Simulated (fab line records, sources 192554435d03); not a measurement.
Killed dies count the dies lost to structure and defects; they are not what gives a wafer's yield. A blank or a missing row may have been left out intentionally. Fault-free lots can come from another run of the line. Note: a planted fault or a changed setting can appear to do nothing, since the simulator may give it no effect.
fab line records	flow n5Finfet
record: lots: 9	wafers: 26	lastDay: 21
route steps=1938 shown STI_FIN_REVEAL@188 DUMMY_GATE@232 BEOL_M4@1111 PASSIVATION@1936
lots with no fault: from the same line, run without faults
startH: hours from the record's opening day to when the first of the lot's shown wafers began	waitH: hours from the lot's prior step to this one	" unchanged from the row above	L1.1+2: a single row standing in for several wafers	- no value present, or no start provided	* or withheld: withheld	< > ~ a bound
route shown NAME@n: NAME is a module with steps in the file, n the number in the route of the first one	usual: mean/standard deviation of fault-free wafers	same: alike in all rows	chamber/n: place in a boat	sites: the reading at each site	_std_site: standard deviation of those values	_edge_site: mean of outer sites minus mean of inner sites	radiusMm: for every site, how far away it sits from the centre of the wafer	mask NAME#n: copy n	behind: tool/chamber where the wafer was last shaped	hold: what put the lot on hold/how long, in hours/how the hold closed	device: the transistor (n, p or np) that didn't switch	end of line: tests run on the same wafers once the route is complete	for a step that has no rows: nothing shown but its recipe	killed: dies that structure and defects cost at the first sort, which is not the same as the wafer's yield	map: dies across one wafer; x = killed, . = not, _ = none there
set.NAME: the run value of the setting; set.NAME@STEP: its run value at that earlier step	model.NAME: the simulator's own value behind a step, which no gauge read
one table for each step of the route and one row for each wafer, over a sample of lots
services: a tool's chamber out of use, with start hour (startH, from the record's first day; less than 0 if before it), hours out, and reason
== steps ==
step: N5_STI_FIN_REVEAL_THK_MEAS_05
usual: thkNm: 131.9/1.5
lot.wafer	tool	chamber	startH	waitH	thkNm
L466.3	filmMetro-01	-	35.12	-	131.3
L466.4	"	-	"	"	131.8
L466.5	"	-	"	"	134.1
L468.2	filmMetro-01	-	45.06	-	132.8
L468.5	"	-	"	"	132.9
L468.6	"	-	"	"	130.6
L477.3	filmMetro-01	-	106.15	-	132.3
L477.6	"	-	"	"	132.0
L484.3	filmMetro-02	-	141.19	-	133.6
L484.5	"	-	"	"	132.9
L484.6	"	-	"	"	133.6
L485.1	filmMetro-01	-	147.24	-	134.0
L485.3	"	-	"	"	130.1
L485.6	"	-	"	"	132.4
L486.1	filmMetro-02	-	154.48	-	133.0
L486.3	"	-	"	"	133.9
L486.4	"	-	"	"	134.7
L487.1	filmMetro-02	-	160.30	-	129.8
L487.3	"	-	"	"	130.0
L487.6	"	-	"	"	132.8
L488.1	filmMetro-02	-	166.06	-	131.9
L488.5	"	-	"	"	128.2
L488.6	"	-	"	"	130.4
L489.2	filmMetro-01	-	172.22	-	130.3
L489.3	"	-	"	"	129.4
L489.6	"	-	"	"	128.7
step: N5_DUMMY_GATE_OVL_MEAS_16
recipe: pointsPerWafer: 522
usual: GATE_OVL: 0.1/0.76
lot.wafer	tool	chamber	startH	waitH	GATE_OVL[nm]
L466.3	overlay-01	0	49.46	0.0	0.2
L466.4	"	0	"	"	-0.3
L466.5	"	0	"	"	0.2
L468.2	overlay-02	0	57.38	0.0	-0.2
L468.5	"	0	"	"	0.9
L468.6	"	0	"	"	-0.3
L477.3	overlay-02	0	118.54	0.0	0.1
L477.6	"	0	"	"	-1.1
L484.3	overlay-02	0	153.39	0.0	-0.4
L484.5	"	0	"	"	0.2
L484.6	"	0	"	"	0.4
L485.1	overlay-01	0	159.23	0.0	0.5
L485.3	"	0	"	"	-0.1
L485.6	"	0	"	"	1.2
L486.1	overlay-02	0	168.59	0.0	0.1
L486.3	"	0	"	"	-0.8
L486.4	"	0	"	"	-1.6
L487.1	overlay-02	0	176.03	0.0	-0.2
L487.3	"	0	"	"	0.3
L487.6	"	0	"	"	0.9
L488.1	overlay-01	0	178.04	0.0	-0.5
L488.5	"	0	"	"	0.0
L488.6	"	0	"	"	0.2
L489.2	overlay-02	0	186.31	0.0	1.7
L489.3	"	0	"	"	0.1
L489.6	"	0	"	"	0.8
step: N5_DUMMY_GATE_DESCUM_20
recipe: chemistry: O2	timeS: 6.2	sourcePowerW: 50	biasPowerW: 20	pressureMtorr: 20	rfFrequencyHz: 2.712e+07	tempC: 40	resist: CAR-EUV	o2FlowSccm: 225
usual: drypumpMotorCurrentA: 5.6/0.42	oesProductAu: 0.78/0.076	rfVppV: 243.0/1.5	showerheadPlenumPTorr: 2.09/0.086	throttleValvePct: 20.4/0.31
lot.wafer	tool	chamber	startH	waitH	drypumpMotorCurrentA	oesProductAu	rfHoursCounterH	rfVppV	showerheadPlenumPTorr	throttleValvePct
L466.3	rieDiel-03	3	49.54	0.0	6.5	0.78	97	242.9	2.12	20.3
L466.4	"	0	"	"	5.3	0.69	211	244.6	2.06	20.7
L466.5	"	3	"	"	6.5	0.78	-	242.7	2.12	20.3
L468.2	rieDiel-02	1	57.46	0.0	4.9	0.80	123	243.2	2.13	20.8
L468.5	"	0	"	"	5.8	0.88	-	243.4	2.03	20.3
L468.6	"	1	"	"	4.9	0.79	-	243.8	2.13	20.8
L477.3	rieDiel-02	0	118.62	0.0	5.8	0.87	48	243.0	2.03	20.3
L477.6	"	0	"	"	5.8	0.86	-	243.1	2.03	20.3
L484.3	rieDiel-06	3	153.48	0.0	5.4	0.67	244	240.9	1.95	20.8
L484.5	"	3	"	"	5.4	0.67	-	241.8	1.95	20.7
L484.6	"	2	"	"	5.8	0.73	-	246.2	2.15	19.9
L485.1	rieDiel-03	2	159.40	0.1	6.0	0.71	180	242.5	1.99	20.1
L485.3	"	3	"	"	6.5	0.75	121	243.1	2.11	20.4
L485.6	"	2	"	"	6.0	0.73	-	242.6	1.99	20.1
L486.1	rieDiel-03	0	168.90	0.2	5.2	0.67	239	242.5	2.05	20.7
L486.3	"	2	"	"	5.9	0.73	183	240.2	1.99	20.1
L486.4	"	1	"	"	5.9	0.72	209	244.5	2.15	20.3
L487.1	rieDiel-02	1	176.19	0.1	4.8	0.78	151	242.7	2.12	20.9
L487.3	"	0	"	"	5.8	0.83	66	242.8	2.02	20.3
L487.6	"	3	"	"	5.4	0.86	-	247.4	2.24	20.1
L488.1	rieDiel-06	3	178.13	0.0	5.4	0.67	255	240.5	1.94	20.7
L488.5	"	1	"	"	5.6	0.78	-	242.2	2.02	20.9
L488.6	"	2	"	"	5.8	0.72	-	243.9	2.15	19.9
L489.2	rieDiel-02	1	186.58	0.2	4.8	0.77	154	243.2	2.12	20.9
L489.3	"	2	"	"	5.9	0.71	187	240.7	1.99	20.7
L489.6	"	3	"	"	5.4	0.86	-	244.9	2.23	20.1
step: N5_DUMMY_GATE_ETCH_29
recipe: chemistry: N2/H2	target: underlayer	targetDepthA: 130	ionEnergyEv: 200	pressureMtorr: 30	sourceW: 840	biasW: 150	n2FlowSccm: 200	h2FlowSccm: 200
usual: biasW: 150.0/0.46	chamberPressureMTorr: 29.999/0.028	drypumpMotorCurrentA: 5.6/0.43	oesProductAu: 0.79/0.082	rfVppV: 523.7/2.8	showerheadPlenumPTorr: 2.53/0.095	throttleValvePct: 17.85/0.29
lot.wafer	tool	chamber	startH	waitH	biasW	chamberPressureMTorr	drypumpMotorCurrentA	oesProductAu	rfHoursCounterH	rfVppV	showerheadPlenumPTorr	throttleValvePct
L466.3	rieDiel-03	3	49.60	0.0	149.9	29.997	6.5	0.78	97	524.8	2.55	17.62
L466.4	"	0	"	"	150.0	30.055	5.2	0.69	211	522.7	2.51	18.11
L466.5	"	3	"	"	149.5	30.016	6.5	0.78	-	525.5	2.55	17.62
L468.2	rieDiel-02	1	57.53	0.0	149.5	30.001	4.8	0.80	123	523.8	2.55	18.08
L468.5	"	0	"	"	151.3	29.993	5.8	0.90	-	521.4	2.46	17.62
L468.6	"	1	"	"	149.6	30.048	4.8	0.80	-	523.8	2.55	18.09
L477.3	rieDiel-02	0	118.69	0.0	150.1	29.962	5.8	0.88	48	521.8	2.46	17.68
L477.6	"	0	"	"	150.2	29.982	5.8	0.88	-	522.7	2.46	17.65
L484.3	rieDiel-06	3	153.54	0.0	-	-	-	-	-	-	-	-
L484.5	"	3	"	"	-	-	-	-	-	-	-	-
L484.6	"	2	"	"	-	-	-	-	-	-	-	-
L485.1	rieDiel-03	2	159.46	0.0	-	-	-	-	-	-	-	-
L485.3	"	3	"	"	-	-	-	-	-	-	-	-
L485.6	"	2	"	"	-	-	-	-	-	-	-	-
L486.1	rieDiel-03	0	168.96	0.0	150.1	29.985	5.2	0.68	239	524.4	2.49	18.14
L486.3	"	2	"	"	149.3	30.028	6.0	0.72	183	521.0	2.43	17.63
L486.4	"	1	"	"	150.3	30.033	5.9	0.74	209	526.6	2.62	17.88
L487.1	rieDiel-02	1	176.26	0.0	150.7	29.950	4.8	0.79	151	524.3	2.53	18.13
L487.3	"	0	"	"	149.8	30.007	5.8	0.87	66	523.2	2.45	17.69
L487.6	"	3	"	"	150.0	29.952	5.4	0.88	-	529.1	2.69	17.54
L488.1	rieDiel-06	3	178.20	0.0	151.1	29.999	5.4	0.66	255	520.8	2.41	18.54
L488.5	"	1	"	"	150.0	30.030	5.6	0.78	-	522.7	2.42	18.09
L488.6	"	2	"	"	150.0	30.031	5.8	0.72	-	525.6	2.64	17.47
L489.2	rieDiel-02	1	186.65	0.0	150.3	30.002	4.8	0.78	154	524.7	2.53	18.14
L489.3	"	2	"	"	151.0	29.971	5.8	0.68	187	520.5	2.44	18.19
L489.6	"	3	"	"	150.2	30.017	5.4	0.86	-	528.6	2.69	17.53
step: N5_DUMMY_GATE_ETCH_36
recipe: chemistry: CF4	target: SiARC	targetDepthA: 130	pressureMtorr: 40	sourceW: 545	biasW: 36	Ar_flow_sccm: 100	cf4FlowSccm: 100	ionEnergyEv: 80
usual: biasW: 36.00/0.1	cf4FlowSccm: 100.0/0.3	drypumpMotorCurrentA: 5.6/0.42	mfcArSccm: 100.0/0.3	oesProductAu: 0.79/0.078	rfVppV: 183.9/1.2	showerheadPlenumPTorr: 2.15/0.075	throttleValvePct: 15.7/0.31
lot.wafer	tool	chamber	startH	waitH	biasW	cf4FlowSccm	drypumpMotorCurrentA	mfcArSccm	oesProductAu	rfHoursCounterH	rfVppV	showerheadPlenumPTorr	throttleValvePct
L466.3	rieDiel-03	3	49.64	0.0	36.10	100.0	6.5	99.5	0.79	97	184.8	2.18	15.6
L466.4	"	0	"	"	36.10	100.0	5.2	99.8	0.71	211	184.9	2.13	16.0
L466.5	"	3	"	"	36.14	99.5	6.5	98.9	0.78	-	184.4	2.18	15.6
L468.2	rieDiel-02	1	57.57	0.0	35.93	99.9	4.8	99.9	0.80	123	183.0	2.18	15.8
L468.5	"	0	"	"	35.99	100.0	5.8	99.8	0.89	-	182.1	2.12	15.6
L468.6	"	1	"	"	36.19	99.7	4.8	99.6	0.80	-	183.9	2.18	15.9
L477.3	rieDiel-02	0	118.73	0.0	36.14	99.6	5.8	100.2	0.88	48	184.3	2.11	15.6
L477.6	"	0	"	"	36.07	99.8	5.8	99.9	0.87	-	182.2	2.11	15.6
L484.3	rieDiel-06	3	153.58	0.0	35.99	99.8	5.4	100.3	0.25	244	184.8	2.04	16.2
L484.5	"	3	"	"	35.91	100.3	5.3	100.2	0.26	-	182.9	2.04	16.2
L484.6	"	2	"	"	36.03	100.2	5.8	99.7	0.28	-	185.4	2.23	15.2
L485.1	rieDiel-03	2	159.50	0.0	36.05	99.8	6.0	100.1	0.27	180	183.4	2.04	15.3
L485.3	"	3	"	"	36.04	99.7	6.4	100.0	0.29	121	184.5	2.18	15.6
L485.6	"	2	"	"	35.99	99.9	6.0	99.9	0.27	-	182.8	2.04	15.3
L486.1	rieDiel-03	0	169.00	0.0	35.88	99.8	5.2	100.1	0.69	239	183.5	2.12	16.0
L486.3	"	2	"	"	35.92	99.9	6.0	99.8	0.73	183	182.1	2.04	15.3
L486.4	"	1	"	"	35.77	99.6	5.9	100.0	0.75	209	184.9	2.20	15.6
L487.1	rieDiel-02	1	176.30	0.0	35.98	99.4	4.8	100.2	0.77	151	182.8	2.17	15.9
L487.3	"	0	"	"	35.96	100.2	5.8	99.8	0.85	66	183.0	2.11	15.7
L487.6	"	3	"	"	36.02	99.4	5.4	100.4	0.87	-	185.5	2.27	15.2
L488.1	rieDiel-06	3	178.24	0.0	35.90	99.7	5.4	100.3	0.67	255	182.8	2.04	16.2
L488.5	"	1	"	"	36.02	100.4	5.6	99.4	0.78	-	182.5	2.08	16.0
L488.6	"	2	"	"	36.04	100.2	5.8	99.7	0.74	-	184.3	2.23	15.3
L489.2	rieDiel-02	1	186.69	0.0	36.03	100.2	4.8	99.7	0.78	154	185.1	2.17	15.9
L489.3	"	2	"	"	35.95	100.0	5.8	99.9	0.69	187	184.4	2.05	16.0
L489.6	"	3	"	"	35.98	100.0	5.4	100.0	0.86	-	185.0	2.27	15.3
step: N5_DUMMY_GATE_CD_MEAS_50
recipe: targetCdNm: 14
usual: cdNm: 13.8/0.53
lot.wafer	tool	chamber	startH	waitH	cdNm
L466.3	cdSem-01	-	49.92	0.0	14.4
L466.4	"	-	"	"	13.2
L466.5	"	-	"	"	12.9
L468.2	cdSem-03	-	57.84	0.0	13.0
L468.5	"	-	"	"	13.5
L468.6	"	-	"	"	13.3
L477.3	cdSem-02	-	119.00	0.0	13.2
L477.6	"	-	"	"	14.3
L484.3	cdSem-01	-	153.88	0.0	-
L484.5	"	-	"	"	-
L484.6	"	-	"	"	-
L485.1	cdSem-03	-	159.80	0.0	-
L485.3	"	-	"	"	-
L485.6	"	-	"	"	-
L486.1	cdSem-03	-	169.30	0.0	13.9
L486.3	"	-	"	"	13.8
L486.4	"	-	"	"	13.5
L487.1	cdSem-03	-	176.61	0.0	14.3
L487.3	"	-	"	"	15.0
L487.6	"	-	"	"	13.3
L488.1	cdSem-02	-	178.50	0.0	13.6
L488.5	"	-	"	"	15.0
L488.6	"	-	"	"	13.6
L489.2	cdSem-03	-	186.98	0.0	13.6
L489.3	"	-	"	"	14.5
L489.6	"	-	"	"	13.1
step: N5_BEOL_M4_RC_MEAS_101
usual: DIBL_N: 37.7/2	DIBL_P: 37.7/2.3	IOFF_N: 0.18/0.039	IOFF_P: 0.23/0.042	ION_N: 681/12	ION_P: 463/8	SS_N: 71.9/0.68	SS_P: 73.6/0.71	VT_N: 248/3.2	VT_P: -249/3.1
lot.wafer	tool	chamber	startH	waitH	DIBL_N[mV/V]	DIBL_P[mV/V]	IOFF_N[nA/um]	IOFF_P[nA/um]	ION_N[uA/um]	ION_P[uA/um]	SS_N[mV/dec]	SS_P[mV/dec]	VT_N[mV]	VT_P[mV]
L468.2	prober-02	0	265.07	0.2	42.7	41.4	0.26	0.31	704	480	73.3	74.6	244	-245
L468.5	"	0	"	"	36.7	34.8	0.13	0.18	672	465	71.3	72.9	254	-254
L468.6	"	0	"	"	42.0	40.6	0.25	0.30	707	482	72.9	74.4	245	-247
L466.3	prober-01	0	271.29	0.3	36.6	36.6	0.17	0.24	669	464	72.1	72.7	249	-245
L466.4	"	0	"	"	38.5	38.0	0.20	0.25	675	460	72.3	73.1	248	-243
L466.5	"	0	"	"	40.1	42.1	0.26	0.36	688	471	72.8	73.9	243	-241
L477.3	prober-01	0	317.48	0.3	39.9	40.9	0.22	0.27	709	470	72.0	74.2	244	-249
L477.6	"	0	"	"	41.5	41.8	0.27	0.30	715	484	72.1	74.2	242	-245
L486.1	prober-01	0	385.68	0.0	38.0	40.6	0.18	0.23	686	471	72.0	73.7	247	-252
L486.3	"	0	"	"	33.6	34.2	0.11	0.14	645	444	71.2	71.8	256	-253
L486.4	"	0	"	"	35.8	36.5	0.15	0.17	675	454	71.7	73.3	251	-256
L487.1	prober-02	0	385.87	0.0	38.5	36.9	0.20	0.21	681	464	72.8	73.6	247	-249
L487.3	"	0	"	"	35.3	35.0	0.15	0.19	682	464	71.3	73.6	248	-249
L487.6	"	0	"	"	36.5	36.6	0.15	0.20	671	457	71.7	73.2	251	-249
L488.1	prober-02	0	389.10	0.0	39.4	38.3	0.22	0.26	685	469	73.2	73.9	245	-247
L488.5	"	0	"	"	36.0	34.0	0.17	0.19	680	459	71.6	72.8	249	-251
L488.6	"	0	"	"	38.5	39.8	0.22	0.30	688	471	71.4	73.6	244	-246
L489.2	prober-02	0	402.43	0.2	36.5	36.5	0.16	0.26	662	460	71.5	73.6	250	-245
L489.3	"	0	"	"	33.3	31.9	0.12	0.17	680	463	70.8	73.0	248	-251
L489.6	"	0	"	"	36.9	37.3	0.19	0.26	686	475	72.2	74.0	248	-246
step: N5_PASSIVATION_PROBE_49
usual: defectLimitedYield: 91.1/1.4	killed_at_M0_to_M3: 34/9.6	killed_at_M4_up: 15/5.3	killedAtContacts: 12/6.1	killedAtFrontEnd: 40/11	killedAtOther: 3.5/2.8	killedDies: 105/17	killedOnRim: 14/4.3	killedOpen: 70/12	killedShort: 34/7.7	sort_bin_4_leakage: 0.01/0.07	sort_bin_5_function: 5.2/0.97	sort_bin_6_memory: 3.4/0.62	sort_bin_8_speed: 0.00/0.023	sortNPass: 1075/17	sortYieldPct: 91.1/1.4
same: grossDies: 1180	killedAtBackSide: 0
lot.wafer	tool	chamber	startH	waitH	defectLimitedYield[%]	killed_at_M0_to_M3	killed_at_M4_up	killedAtContacts	killedAtFrontEnd	killedAtOther	killedDies	killedOnRim	killedOpen	killedShort	sort_bin_4_leakage[%]	sort_bin_5_function[%]	sort_bin_6_memory[%]	sort_bin_8_speed[%]	sortNPass	sortYieldPct[%]
L477.3	prober-01	-	420.62	0.1	93.1	16	19	7	37	3	82	11	56	26	0	3.9	2.7	0	1098	93.1
L477.6	prober-01	-	420.77	0.3	93.0	9	20	8	44	2	83	9	54	29	0	4.6	2.0	0	1097	93.0
L484.3	prober-01	-	460.34	0.1	0	55	28	9	1085	3	1180	152	87	40	0	95.6	4.3	0	0	0
L484.5	prober-01	-	460.44	0.2	0	48	24	22	1080	6	1180	152	107	41	0	94.5	4.8	0	0	0
L484.6	prober-01	-	460.49	0.3	0	43	16	16	1102	3	1180	152	87	39	0	95.9	3.6	0	0	0
L485.1	prober-01	-	480.34	0.0	0	48	7	16	1107	2	1180	152	63	48	0	96.1	3.6	0	0	0
L485.3	prober-01	-	480.44	0.1	0	46	13	10	1109	2	1180	152	86	40	0	94.7	5.2	0	0	0
L485.6	prober-01	-	480.59	0.3	0	44	16	12	1105	3	1180	152	86	43	0	95.7	3.9	0	0	0
killed by level:class
L477.3 BEOL_M4:geometricParticle:open=8 FIN_SAQP:geometricParticle:short=7 MOL_CONTACT_COAG:geometricParticle:open=7 STARTING-WAFER:geometricParticle:short=6 STI_FIN_REVEAL:geometricParticle:open=5 GATE_CUT:geometricParticle:open=5 BEOL_M2:geometricParticle:open=5 BEOL_M0_SAQP:geometricParticle:open=4
L477.6 FIN_SAQP:geometricParticle:open=10 GATE_CUT:geometricParticle:short=9 FIN_SAQP:geometricParticle:short=8 MOL_CONTACT_COAG:geometricParticle:open=8 BEOL_M4:geometricParticle:open=6 GATE_CUT:geometricParticle:open=4 BEOL_M8:geometricParticle:open=4 FIN_CUT:geometricParticle:open=3
L484.3 DUMMY_GATE:areaEtch=1053 BEOL_M0_SAQP:geometricParticle:short=14 STI_FIN_REVEAL:geometricParticle:open=13 BEOL_M0_SAQP:geometricParticle:open=13 BEOL_M4:geometricParticle:open=12 BEOL_M1:geometricParticle:open=8 BEOL_M3:geometricParticle:open=7 BEOL_M4:geometricParticle:short=6
L484.5 DUMMY_GATE:areaEtch=1032 MOL_CONTACT_COAG:geometricParticle:open=18 BEOL_M4:geometricParticle:open=14 BEOL_M0_SAQP:geometricParticle:open=11 FIN_SAQP:geometricParticle:open=10 BEOL_M1:geometricParticle:open=10 STI_FIN_REVEAL:geometricParticle:open=9 BEOL_M0_SAQP:geometricParticle:short=8
L484.6 DUMMY_GATE:areaEtch=1053 MOL_CONTACT_COAG:geometricParticle:open=14 STI_FIN_REVEAL:geometricParticle:open=11 FIN_SAQP:geometricParticle:open=10 BEOL_M2:geometricParticle:open=10 BEOL_M0_SAQP:geometricParticle:short=9 BEOL_M1:geometricParticle:open=9 BEOL_M4:geometricParticle:open=8
L485.1 DUMMY_GATE:areaEtch=1068 FIN_SAQP:geometricParticle:short=13 BEOL_M2:geometricParticle:open=13 MOL_CONTACT_COAG:geometricParticle:open=12 BEOL_M0_SAQP:geometricParticle:open=11 BEOL_M0_SAQP:geometricParticle:short=11 FIN_SAQP:geometricParticle:open=5 DUMMY_GATE:geometricParticle:open=5
L485.3 DUMMY_GATE:areaEtch=1054 STI_FIN_REVEAL:geometricParticle:open=13 BEOL_M2:geometricParticle:open=12 BEOL_M0_SAQP:geometricParticle:open=11 MOL_CONTACT_COAG:geometricParticle:open=10 FIN_SAQP:geometricParticle:short=9 BEOL_M4:geometricParticle:open=8 FIN_SAQP:geometricParticle:open=7
L485.6 DUMMY_GATE:areaEtch=1050 FIN_SAQP:geometricParticle:open=19 FIN_SAQP:geometricParticle:short=15 BEOL_M0_SAQP:geometricParticle:open=13 MOL_CONTACT_COAG:geometricParticle:open=9 BEOL_M2:geometricParticle:open=9 BEOL_M0_SAQP:geometricParticle:short=6 STARTING-WAFER:geometricParticle:open=6
== services ==
tool	chamber	startH	hours	kind
rieDiel-03	-	28.37	2.8	pm
rieDiel-06	2	43.11	2.8	repair
rieDiel-02	-	48.24	1.3	repair
rieDiel-02	1	82.56	4.2	repair
rieDiel-06	-	82.88	0.7	repair
rieDiel-03	2	118.77	6.3	repair
rieDiel-06	0	152.53	-	clean
rieDiel-06	0	152.53	-	consumableReplace:focusRing
rieDiel-06	0	152.53	21.1	scheduledDown
rieDiel-06	0	152.53	21.1	ventCycle
rieDiel-06	3	179.10	4.1	repair
rieDiel-06	3	183.24	-	clean
rieDiel-06	3	183.24	-	consumableReplace:focusRing
rieDiel-06	3	183.24	-	consumableReplace:showerhead
rieDiel-06	3	183.24	21.2	scheduledDown
rieDiel-06	3	183.24	21.2	ventCycle
== key ==
firstSign: step: N5_DUMMY_GATE_ETCH_29	reading: toolRecord	direction: missing
effect: step: N5_DUMMY_GATE_ETCH_36	reading: oesProductAu	direction: down	sigmas: 6.6	usual: 0.79	struck: 0.27
effect: step: N5_DUMMY_GATE_CD_MEAS_50	reading: cdNm	direction: missing
effect: step: N5_PASSIVATION_PROBE_49	reading: killedAtFrontEnd	direction: up	sigmas: 98	usual: 40	struck: 1098
moreKillsBornAt: N5_DUMMY_GATE_ETCH_29@rieDiel-03: 3172	N5_DUMMY_GATE_ETCH_29@rieDiel-06: 3138
metAt N5_DUMMY_GATE_ETCH_29
struckLots L484,L485
laterRowsLeftOut L484.3,L484.5,L484.6,L485.1,L485.3,L485.6
notActingAt N5_STI_FIN_REVEAL_THK_MEAS_05,N5_DUMMY_GATE_OVL_MEAS_16,N5_DUMMY_GATE_DESCUM_20
onsetBetween 49.60 153.54
fault: kind: skippedStepWhole	tool: rieDiel-03,rieDiel-06	chamber: -	onsetH: 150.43	steps: N5_DUMMY_GATE_ETCH_29	scope: struckLotsOnly
laterRowsLeftOut: the simulator's readings of these wafers behind a module that went badly wrong aren't trusted and aren't shown, but for the sort
